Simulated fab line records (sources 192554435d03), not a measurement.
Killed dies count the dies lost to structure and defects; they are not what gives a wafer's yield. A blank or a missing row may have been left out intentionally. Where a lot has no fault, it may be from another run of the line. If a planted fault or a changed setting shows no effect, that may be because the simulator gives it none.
fab line records	flow n5-finfet	part 1 of 2: steps 1 to 18 of 23
[record] lots = 5	wafers = 15	last-day = 14
route steps=1938 shown BEOL_M0_SAQP@654
lots untouched by any fault: they come from a run of this same line in which no faults occurred
start-h: start of the lot's first displayed wafer, in hours after the record's first day	wait-h: hours since the lot's step before	" the same as in the row above	L1.1+2: several wafers, shown together as one row	- no value, or no start was given	* or withheld: withheld	< > ~ a bound
route shown NAME@n: NAME is a module with steps in the file, n the number in the route of the first one	usual: average and standard deviation across the fault-free wafers	same: alike in all rows	chamber/n: place in a boat	sites: each site's reading	_std_site: standard deviation across them	_edge_site: outer sites' mean less inner sites'	radius-mm: how far each site lies from the wafer's centre	mask NAME#n: copy n	behind: the tool/chamber that last shaped the wafer	hold: what put the lot on hold/how long, in hours/how the hold closed	device: transistor that didn't switch, given as n, p or np	end of line: tests run on the same wafers once the route is complete	a step with no rows: only its recipe	killed: dies that structure and defects cost at the first sort, which is not the same as the wafer's yield	map: per-die view of a wafer (x killed, . not killed, _ where there is no die)
set.NAME: setting as actually run; set.NAME@STEP: the setting as run at that earlier step	model.NAME: the simulator's own value behind a step, which no gauge read
certain route steps with their lots: each step a table, each wafer a row
services: from which hour (start-h, from the record's first day; less than 0 if before it) a tool's chamber was out of use, for how many hours, and why
[[steps]]
[step N5_BEOL_M0_SAQP_ETCH_84]
[recipe] chemistry = N2/H2	target = SOC	target-depth-a = 1000	overetch-a = 200	mask-material = SiARC	temp-c = 40	time-s = 150	ion-energy-ev = 200	pressure-mtorr = 30	source-w = 840	bias-w = 150	n2-flow-sccm = 200	h2-flow-sccm = 200
[usual] drypump-motor-current-A = 5.5/0.44	h2-flow-sccm = 200.0/0.57	oes-product-au = 0.69/0.065	rf-vpp-V = 524.2/2.4	showerhead-plenum-p-Torr = 2.56/0.082	throttle-valve-pct = 17.86/0.25
lot.wafer	tool	chamber	start-h	wait-h	drypump-motor-current-A	h2-flow-sccm	oes-product-au	rf-hours-counter-h	rf-vpp-V	showerhead-plenum-p-Torr	throttle-valve-pct
L080.2	rie-diel-06	2	145.58	0.0	5.7	200.1	0.68	127	521.3	2.46	18.25
L080.5	"	0	"	"	5.5	199.6	0.69	-	522.2	2.43	17.96
L080.6	"	1	"	"	5.3	199.5	0.79	-	524.8	2.59	17.91
L082.1	rie-diel-03	3	154.48	0.0	5.1	200.2	0.76	83	525.1	2.57	17.63
L082.4	"	0	"	"	5.4	199.8	0.65	182	526.7	2.64	17.90
L082.5	"	1	"	"	5.2	199.3	0.65	-	525.5	2.63	17.85
L083.3	rie-diel-06	2	160.38	0.0	5.7	200.4	0.67	131	520.9	2.45	18.27
L083.4	"	2	"	"	5.7	199.7	0.67	-	521.2	2.45	18.26
L083.5	"	0	"	"	5.5	201.6	0.68	-	521.2	2.43	17.97
L085.3	rie-diel-05	0	173.83	0.0	5.3	200.2	0.68	155	523.8	2.54	17.51
L085.5	"	3	"	"	5.4	199.9	0.67	-	526.3	2.65	17.73
L085.6	"	2	"	"	6.0	200.7	0.62	-	522.8	2.50	18.24
L088.4	rie-diel-05	0	192.53	0.0	5.3	199.3	0.68	-	521.8	2.54	17.51
L088.5	"	3	"	"	5.4	198.8	0.67	-	526.8	2.64	17.73
L088.6	"	2	"	"	6.0	199.5	0.62	-	520.7	2.50	18.24
[step N5_BEOL_M0_SAQP_STRIP_80]
[recipe] chemistry = N2/H2	temp-c = 40	n2-flow-sccm = 200	h2-flow-sccm = 200	rf-frequency-hz = 6e+07
lot.wafer	tool	chamber	start-h	wait-h
L080.2+5+6	rie-diel-06	2,0,1	145.68	0.0
L082.1+4+5	rie-diel-03	3,0,1	154.58	0.0
L083.3+4+5	rie-diel-06	2,2,0	160.47	0.0
L085.3+5+6	rie-diel-05	0,3,2	173.93	0.0
L088.4+5+6	rie-diel-05	0,3,2	192.58	0.0
[step N5_BEOL_M0_SAQP_HM_OPEN_112]
[recipe] chemistry = CHF3/O2	target = SiO2	stop-on = a-Si	target-depth-a = 120	over-etch-frac = 1.25	mask-material = SOC	time-s = 13.5	pressure-mtorr = 30	source-w = 650	bias-w = 170	Ar_flow_sccm = 200	CHF3_flow_sccm = 50	O2_flow_sccm = 5	ion-energy-ev = 200	ends = end-point
[usual] drypump-motor-current-A = 5.5/0.44	oes-product-au = 0.51/0.048	rf-vpp-V = 524/6.3	showerhead-plenum-p-Torr = 2.43/0.072	throttle-valve-pct = 18.89/0.19
lot.wafer	tool	chamber	start-h	wait-h	drypump-motor-current-A	oes-product-au	rf-hours-counter-h	rf-vpp-V	showerhead-plenum-p-Torr	throttle-valve-pct
L080.2	rie-diel-06	2	145.69	0.0	5.7	0.50	127	524	2.32	19.17
L080.5	"	0	"	"	5.5	0.50	-	515	2.33	19.04
L080.6	"	1	"	"	5.3	0.57	-	530	2.45	18.89
L082.1	rie-diel-03	3	154.59	0.0	5.1	0.54	83	517	2.44	18.73
L082.4	"	0	"	"	5.3	0.47	182	534	2.49	18.81
L082.5	"	1	"	"	5.2	0.48	-	520	2.50	18.86
L083.3	rie-diel-06	2	160.48	0.0	5.7	0.48	131	526	2.32	19.18
L083.4	"	2	"	"	5.7	0.49	-	524	2.32	19.17
L083.5	"	0	"	"	5.5	0.50	-	516	2.32	19.06
L085.3	rie-diel-05	0	173.94	0.0	5.3	0.49	155	518	2.42	18.68
L085.5	"	3	"	"	5.4	0.50	-	523	2.51	18.82
L085.6	"	2	"	"	6.0	0.46	-	522	2.38	19.14
L088.4	rie-diel-05	0	192.61	0.0	5.3	0.50	-	517	2.42	18.70
L088.5	"	3	"	"	5.4	0.49	-	522	2.50	18.81
L088.6	"	2	"	"	6.0	0.46	-	522	2.37	19.16
[step N5_BEOL_M0_SAQP_STRIP_113]
[recipe] chemistry = CHF3/O2	resist = SiARC	rf-frequency-hz = 6e+07
lot.wafer	tool	chamber	start-h	wait-h
L080.2+5+6	rie-diel-06	2,0,1	145.74	0.0
L082.1+4+5	rie-diel-03	3,0,1	154.64	0.0
L083.3+4+5	rie-diel-06	2,2,0	160.54	0.0
L085.3+5+6	rie-diel-05	0,3,2	173.99	0.0
L088.4+5+6	rie-diel-05	0,3,2	192.64	0.0
[step N5_BEOL_M0_SAQP_MANDREL_ETCH_20]
[recipe] target-depth-a = 600	chemistry = HBr/Cl2	target = a-Si	stop-on = SiNx	bt-time-s = 10	mask-material = SOC	over-etch-frac = 0.5	time-s = 30	pressure-mtorr = 10	icp-w = 800	bias-w = 75	HBr_flow_sccm = 150	Cl2_flow_sccm = 80	ends = end-point
[usual] drypump-motor-current-A = 5.4/0.48	oes-product-au = 0.771/0.013	throttle-valve-pct = 35.33/0.17
lot.wafer	tool	chamber	start-h	wait-h	drypump-motor-current-A	oes-product-au	rf-hours-counter-h	throttle-valve-pct
L080.2	rie-si-06	2	145.77	0.0	5.8	0.768	186	35.28
L080.5	"	1	"	"	5.2	0.752	-	35.53
L080.6	"	0	"	"	5.1	0.767	-	35.30
L082.1	rie-si-02	3	154.67	0.0	4.9	0.754	42	35.09
L082.4	"	2	"	"	6.4	0.784	3	35.12
L082.5	"	0	"	"	4.8	0.786	-	35.24
L083.3	rie-si-06	3	160.57	0.0	5.7	0.768	78	35.32
L083.4	"	2	"	"	5.8	0.783	187	35.26
L083.5	"	1	"	"	5.3	0.752	-	35.54
L085.3	rie-si-02	1	174.02	0.0	5.9	0.771	2	35.41
L085.5	"	1	"	"	5.9	0.770	-	35.42
L085.6	"	0	"	"	4.8	0.765	-	35.28
L088.4	rie-si-02	0	192.67	0.0	4.8	0.777	3	35.27
L088.5	"	2	"	"	6.5	0.782	-	35.12
L088.6	"	1	"	"	5.8	0.779	-	35.39
[step N5_BEOL_M0_SAQP_STRIP_86]
[recipe] chemistry = N2/H2	power-w = 500	temp-c = 40	pressure-mtorr = 50	rf-frequency-hz = 6e+07	overash-fraction = 0.3	bias-power-w = 28	h2-frac = 0.5	n2-flow-sccm = 300	h2-flow-sccm = 300
[usual] drypump-motor-current-A = 5.6/0.5	h2-flow-sccm = 299.9/0.96	oes-product-au = 0.78/0.076	rf-vpp-V = 121.9/1.5	showerhead-plenum-p-Torr = 3.35/0.1	throttle-valve-pct = 18.9/0.45
lot.wafer	tool	chamber	start-h	wait-h	drypump-motor-current-A	h2-flow-sccm	oes-product-au	rf-hours-counter-h	rf-vpp-V	showerhead-plenum-p-Torr	throttle-valve-pct
L080.2	rie-diel-05	1	145.88	0.1	5.6	299.5	0.70	238	119.9	3.18	19.3
L080.5	"	2	"	"	6.0	300.1	0.70	-	122.6	3.31	19.6
L080.6	"	3	"	"	5.4	299.5	0.75	-	124.2	3.49	18.6
L082.1	rie-diel-05	0	154.79	0.1	5.3	299.6	0.77	150	122.0	3.36	18.3
L082.4	"	2	"	"	6.0	298.4	0.69	230	123.2	3.31	19.7
L082.5	"	0	"	"	5.3	300.1	0.76	-	121.2	3.36	18.3
L083.3	rie-diel-05	2	160.67	0.1	6.0	300.6	0.70	232	122.5	3.31	19.6
L083.4	"	0	"	"	5.3	299.6	0.77	151	123.0	3.36	18.3
L083.5	"	1	"	"	5.6	300.1	0.70	-	122.2	3.17	19.3
L085.3	rie-diel-05	1	174.22	0.2	5.6	300.8	0.70	246	119.6	3.17	19.3
L085.5	"	1	"	"	5.6	300.5	0.69	-	120.7	3.17	19.3
L085.6	"	2	"	"	6.0	299.6	0.69	-	122.8	3.31	19.6
L088.4	rie-diel-05	2	192.87	0.2	6.0	297.7	0.69	-	122.4	3.30	19.6
L088.5	"	3	"	"	5.4	298.6	0.74	-	123.8	3.49	18.6
L088.6	"	0	"	"	5.3	300.1	0.76	-	120.7	3.35	18.3
[step N5_BEOL_M0_SAQP_STRIP_115]
[recipe] chemistry = post-etch-residue-remover	time-s = 60	temp-c = 25	remover-ph = withheld	remover-water-wt-pct = withheld	remover-fluoride-wt-pct = withheld
lot.wafer	tool	chamber	start-h	wait-h
L080.2+5+6	wet-bench-03	7,3,4	145.96	-
L082.1+4+5	wet-bench-04	7,6,5	154.86	-
L083.3+4+5	wet-bench-03	1,7,2	160.73	-
L085.3+5+6	wet-bench-01	0,1,5	174.28	-
L088.4+5+6	wet-bench-03	2,7,5	192.92	-
[step N5_BEOL_M0_SAQP_SRD_93]
[recipe] dry = ipa-marangoni	time-s = 30	temp-c = 23	rinse-liquid = diw
lot.wafer	tool	chamber	start-h	wait-h
L080.2+5+6	wet-bench-03	7,3,4	145.98	0.0
L082.1+4+5	wet-bench-04	7,6,5	154.88	0.0
L083.3+4+5	wet-bench-03	1,7,2	160.75	0.0
L085.3+5+6	wet-bench-01	0,1,5	174.30	0.0
L088.4+5+6	wet-bench-03	2,7,5	192.94	0.0
[step N5_BEOL_M0_SAQP_RECESS_114]
[recipe] chemistry = HF/NH3	target = SiO2	target-depth-a = 144	afs-cycles = 3	temp-c = 30	sublimation-temp-c = 180	sublimation-time-s = 60
[usual] drypump-motor-current-A = 5.8/0.31
[same] afs-cycles = 3
lot.wafer	tool	chamber	start-h	wait-h	drypump-motor-current-A
L080.2	vapor-etch-02	0	146.02	0.0	5.4
L080.5	"	0	"	"	5.4
L080.6	"	1	"	"	5.8
L082.1	vapor-etch-02	1	155.03	0.1	5.7
L082.4	"	1	"	"	5.8
L082.5	"	1	"	"	5.7
L083.3	vapor-etch-01	0	160.92	0.1	6.3
L083.4	"	1	"	"	5.6
L083.5	"	0	"	"	6.3
L085.3	vapor-etch-01	0	174.47	0.1	6.3
L085.5	"	0	"	"	6.3
L085.6	"	1	"	"	5.6
L088.4	vapor-etch-02	1	193.10	0.1	5.8
L088.5	"	1	"	"	5.8
L088.6	"	0	"	"	5.4
[step N5_BEOL_M0_SAQP_SPACER1_ALD_98]
[recipe] material = SiO2	target-thk-a = 128	temp-c = 300	ald-precursor-family = BDEAS	ald-co-reactant = O2-plasma	pulse-time-s = 1	purge-time-s = 2	co-reactant-purge-time-s = 2	ald-cycles = 138	pressure-torr = 2
[usual] heater-power-w = 471/46	precursor-pulse-height-rel = 1.000/0.023
[same] pulse-time-s = 1
lot.wafer	tool	chamber	start-h	wait-h	heater-power-w	precursor-pulse-height-rel
L080.2	ald-sin-03	1	146.41	0.3	432	0.992
L080.5	"	0	"	"	495	0.999
L080.6	"	1	"	"	422	1.024
L082.1	ald-sin-02	1	155.41	0.3	359	0.996
L082.4	"	0	"	"	470	1.011
L082.5	"	3	"	"	538	1.012
L083.3	ald-sin-02	0	161.18	0.1	492	0.958
L083.4	"	1	"	"	367	0.974
L083.5	"	3	"	"	525	1.017
L085.3	ald-sin-01	0	174.73	0.1	488	0.962
L085.5	"	0	"	"	488	0.984
L085.6	"	3	"	"	483	0.992
L088.4	ald-sin-01	1	193.48	0.3	435	0.989
L088.5	"	1	"	"	429	1.001
L088.6	"	0	"	"	492	0.961
[step N5_BEOL_M0_SAQP_SPACER1_ETCHBACK_99]
[recipe] chemistry = CHF3/O2	mode = anisotropic-etchback	target = SiO2	target-depth-a = 154	time-s = 7.7	pressure-mtorr = 30	source-w = 650	bias-w = 170	Ar_flow_sccm = 200	CHF3_flow_sccm = 50	O2_flow_sccm = 5	ion-energy-ev = 200
[usual] drypump-motor-current-A = 5.6/0.53	oes-product-au = 0.78/0.074	rf-vpp-V = 524/6	showerhead-plenum-p-Torr = 2.42/0.07	throttle-valve-pct = 18.96/0.19
lot.wafer	tool	chamber	start-h	wait-h	drypump-motor-current-A	oes-product-au	rf-hours-counter-h	rf-vpp-V	showerhead-plenum-p-Torr	throttle-valve-pct
L080.2	rie-diel-06	0	147.23	0.6	5.5	0.78	140	515	2.33	19.13
L080.5	"	0	"	"	5.5	0.78	-	515	2.33	19.13
L080.6	"	1	"	"	5.3	0.89	-	531	2.45	18.93
L082.1	rie-diel-03	1	155.89	0.3	5.2	0.71	193	520	2.49	18.92
L082.4	"	2	"	"	4.8	0.69	249	523	2.38	18.79
L082.5	"	1	"	"	5.2	0.72	-	522	2.49	18.92
L083.3	rie-diel-06	3	161.66	0.3	6.8	0.91	29	528	2.47	18.70
L083.4	"	0	"	"	5.5	0.77	144	515	2.32	19.14
L083.5	"	3	"	"	6.8	0.90	-	529	2.47	18.71
L085.3	rie-diel-06	3	175.21	0.3	6.8	0.89	34	529	2.47	18.73
L085.5	"	0	"	"	5.5	0.76	-	516	2.32	19.13
L085.6	"	1	"	"	5.3	0.88	-	531	2.45	18.95
L088.4	rie-diel-05	3	194.08	0.4	5.4	0.74	-	524	2.50	18.87
L088.5	"	0	"	"	5.3	0.76	-	517	2.42	18.75
L088.6	"	2	"	"	6.0	0.69	-	521	2.37	19.22
[step N5_BEOL_M0_SAQP_MANDREL1_REMOVE_100]
[recipe] chemistry = HBr/Cl2/O2	bt-time-s = 10	target = a-Si	stop-on = SiNx	endpoint = OES-SiCl	over-etch-frac = 0.85	icp-w = 600	bias-w = 30	HBr_flow_sccm = 150	Cl2_flow_sccm = 80	O2_flow_sccm = 5	pressure-mtorr = 10
[usual] drypump-motor-current-A = 5.4/0.45	oes-product-au = 0.999/0.015	throttle-valve-pct = 36.62/0.19
lot.wafer	tool	chamber	start-h	wait-h	drypump-motor-current-A	oes-product-au	rf-hours-counter-h	throttle-valve-pct
L080.2	rie-si-05	3	147.32	0.1	5.5	1.015	31	36.40
L080.5	"	1	"	"	5.0	1.006	-	36.61
L080.6	"	0	"	"	5.1	1.006	-	36.84
L082.1	rie-si-05	3	155.98	0.1	5.4	1.014	32	36.39
L082.4	"	1	"	"	5.1	1.013	179	36.63
L082.5	"	2	"	"	5.9	1.004	-	36.89
L083.3	rie-si-05	1	161.74	0.1	5.0	0.992	179	36.62
L083.4	"	2	"	"	6.0	1.009	123	36.90
L083.5	"	2	"	"	6.0	1.007	-	36.90
L085.3	rie-si-02	2	175.29	0.1	6.4	1.018	3	36.39
L085.5	"	0	"	"	4.8	0.997	-	36.50
L085.6	"	1	"	"	5.8	1.001	-	36.66
L088.4	rie-si-06	0	194.13	0.0	5.1	1.010	31	36.55
L088.5	"	3	"	"	5.7	0.989	-	36.57
L088.6	"	2	"	"	5.8	1.010	-	36.54
[step N5_BEOL_M0_SAQP_CD_MEAS_25]
[recipe] target-cd-nm = 13.1	landing-energy-ev = 1000	detector = se-inlens
[usual] cd-nm = 12.80/0.22
[same] landing-energy-ev = 1000
lot.wafer	tool	chamber	start-h	wait-h	cd-nm
L080.2	cd-sem-03	0	147.43	0.1	12.76
L080.5	"	0	"	"	12.72
L080.6	"	0	"	"	12.66
L082.1	cd-sem-02	0	156.09	0.1	12.59
L082.4	"	0	"	"	12.83
L082.5	"	0	"	"	12.80
L083.3	cd-sem-02	0	161.86	0.1	12.92
L083.4	"	0	"	"	13.02
L083.5	"	0	"	"	12.78
L085.3	cd-sem-03	0	175.41	0.1	12.80
L085.5	"	0	"	"	12.85
L085.6	"	0	"	"	12.35
L088.4	cd-sem-03	0	194.24	0.1	13.04
L088.5	"	0	"	"	12.55
L088.6	"	0	"	"	13.05
[step N5_BEOL_M0_SAQP_ETCH_101]
[recipe] chemistry = CH3F/O2	target = SiNx	mask-material = SiO2	target-depth-a = 299	time-s = 42.7	pressure-mtorr = 30	source-w = 395	bias-w = 73	Ar_flow_sccm = 150	CH3F_flow_sccm = 30	O2_flow_sccm = 20	ion-energy-ev = 120
[usual] drypump-motor-current-A = 5.5/0.52	oes-product-au = 0.80/0.085	rf-vpp-V = 297/3.6	showerhead-plenum-p-Torr = 2.01/0.062	throttle-valve-pct = 16.38/0.2
lot.wafer	tool	chamber	start-h	wait-h	drypump-motor-current-A	oes-product-au	rf-hours-counter-h	rf-vpp-V	showerhead-plenum-p-Torr	throttle-valve-pct
L080.2	rie-diel-06	2	147.69	0.3	5.7	0.76	127	300	1.93	16.68
L080.5	"	2	"	"	5.7	0.75	-	298	1.93	16.68
L080.6	"	1	"	"	5.3	0.89	-	300	2.03	16.34
L082.1	rie-diel-03	0	156.12	0.0	5.3	0.71	182	304	2.07	16.35
L082.4	"	1	"	"	5.2	0.71	193	295	2.07	16.41
L082.5	"	2	"	"	4.8	0.70	-	296	1.97	16.31
L083.3	rie-diel-06	3	161.89	0.0	6.7	0.90	29	300	2.05	16.13
L083.4	"	1	"	"	5.3	0.87	56	301	2.03	16.36
L083.5	"	0	"	"	5.5	0.76	-	293	1.93	16.58
L085.3	rie-diel-03	1	175.44	0.0	5.2	0.71	201	296	2.07	16.41
L085.5	"	1	"	"	5.2	0.70	-	296	2.07	16.42
L085.6	"	0	"	"	5.3	0.71	-	304	2.07	16.36
L088.4	rie-diel-03	1	194.28	0.0	5.2	0.70	207	294	2.07	16.44
L088.5	"	1	"	"	5.2	0.70	-	296	2.07	16.43
L088.6	"	0	"	"	5.4	0.70	-	302	2.06	16.38
[step N5_BEOL_M0_SAQP_ETCH_102]
[recipe] chemistry = CF4	target = SiO2	target-depth-a = 40	ion-energy-ev = 350	time-s = 4.4	pressure-mtorr = 10	icp-w = 800	bias-w = 400	cf4-flow-sccm = 80
[usual] drypump-motor-current-A = 5.4/0.47	oes-product-au = 1.002/0.019	throttle-valve-pct = 21.73/0.2
lot.wafer	tool	chamber	start-h	wait-h	drypump-motor-current-A	oes-product-au	rf-hours-counter-h	throttle-valve-pct
L080.2	rie-si-02	2	147.80	0.1	6.4	0.999	3	21.52
L080.5	"	0	"	"	4.9	0.996	-	21.59
L080.6	"	1	"	"	5.8	0.987	-	21.76
L082.1	rie-si-02	1	156.23	0.1	5.8	0.991	2	21.76
L082.4	"	3	"	"	4.9	0.960	42	21.39
L082.5	"	0	"	"	4.8	0.994	-	21.60
L083.3	rie-si-02	3	162.00	0.1	4.9	0.969	42	21.40
L083.4	"	2	"	"	6.4	1.001	3	21.53
L083.5	"	1	"	"	5.8	1.001	-	21.77
L085.3	rie-si-06	1	175.55	0.1	5.2	0.960	76	21.96
L085.5	"	3	"	"	5.7	1.004	-	21.81
L085.6	"	2	"	"	5.8	1.012	-	21.48
L088.4	rie-si-05	2	194.38	0.1	6.0	1.027	123	22.10
L088.5	"	2	"	"	6.0	1.033	-	22.13
L088.6	"	1	"	"	5.1	1.006	-	21.73
[step N5_BEOL_M0_SAQP_MANDREL_ETCH_103]
[recipe] chemistry = HBr/Cl2	target = a-Si	target-depth-a = 450	bt-time-s = 10	stop-on = SiCN	mask-material = SiO2	over-etch-frac = 0.8	time-s = 27	pressure-mtorr = 10	icp-w = 800	bias-w = 75	HBr_flow_sccm = 150	Cl2_flow_sccm = 80	ends = end-point
[usual] drypump-motor-current-A = 5.4/0.47	oes-product-au = 0.681/0.012	throttle-valve-pct = 35.34/0.18
lot.wafer	tool	chamber	start-h	wait-h	drypump-motor-current-A	oes-product-au	rf-hours-counter-h	throttle-valve-pct
L080.2	rie-si-02	2	147.83	0.0	6.4	0.689	3	35.12
L080.5	"	0	"	"	4.8	0.677	-	35.23
L080.6	"	1	"	"	5.8	0.680	-	35.37
L082.1	rie-si-02	1	156.26	0.0	5.9	0.673	2	35.40
L082.4	"	3	"	"	4.9	0.671	42	35.08
L082.5	"	0	"	"	4.8	0.678	-	35.26
L083.3	rie-si-02	3	162.03	0.0	4.9	0.674	42	35.05
L083.4	"	2	"	"	6.4	0.687	3	35.13
L083.5	"	1	"	"	5.8	0.682	-	35.39
L085.3	rie-si-06	1	175.58	0.0	5.2	0.651	76	35.53
L085.5	"	3	"	"	5.7	0.663	-	35.32
L085.6	"	2	"	"	5.8	0.696	-	35.24
L088.4	rie-si-05	2	194.42	0.0	6.0	0.691	123	35.63
L088.5	"	2	"	"	6.0	0.686	-	35.63
L088.6	"	1	"	"	5.1	0.689	-	35.34
[step N5_BEOL_M0_SAQP_RECESS_104]
[recipe] chemistry = HF/NH3	target = SiO2	target-depth-a = 180	afs-cycles = 3	temp-c = 30	sublimation-temp-c = 180	sublimation-time-s = 60
[usual] drypump-motor-current-A = 5.7/0.31
[same] afs-cycles = 3
lot.wafer	tool	chamber	start-h	wait-h	drypump-motor-current-A
L080.2	vapor-etch-01	0	147.91	0.1	6.3
L080.5	"	1	"	"	5.6
L080.6	"	0	"	"	6.3
L082.1	vapor-etch-02	1	156.34	0.1	5.7
L082.4	"	1	"	"	5.8
L082.5	"	0	"	"	5.4
L083.3	vapor-etch-01	1	162.23	0.2	5.6
L083.4	"	0	"	"	6.3
L083.5	"	1	"	"	5.6
L085.3	vapor-etch-02	0	175.78	0.2	5.4
L085.5	"	1	"	"	5.8
L085.6	"	0	"	"	5.4
L088.4	vapor-etch-01	0	194.62	0.2	6.2
L088.5	"	0	"	"	6.3
L088.6	"	1	"	"	5.6
[step N5_BEOL_M0_SAQP_COAT_105]
[recipe] resist = SOC	temp-c = 250	time-s = 60	spin-rpm = 1500	resist-thk-nm = 100
lot.wafer	tool	chamber	start-h	wait-h
L080.2+5+6	litho-track-04	0	148.30	0.3
L082.1+4+5	litho-track-03	0	156.73	0.3
L083.3+4+5	litho-track-04	0	162.50	0.2
L085.3+5+6	litho-track-05	0	176.05	0.2
L088.4+5+6	litho-track-05	0	194.89	0.2
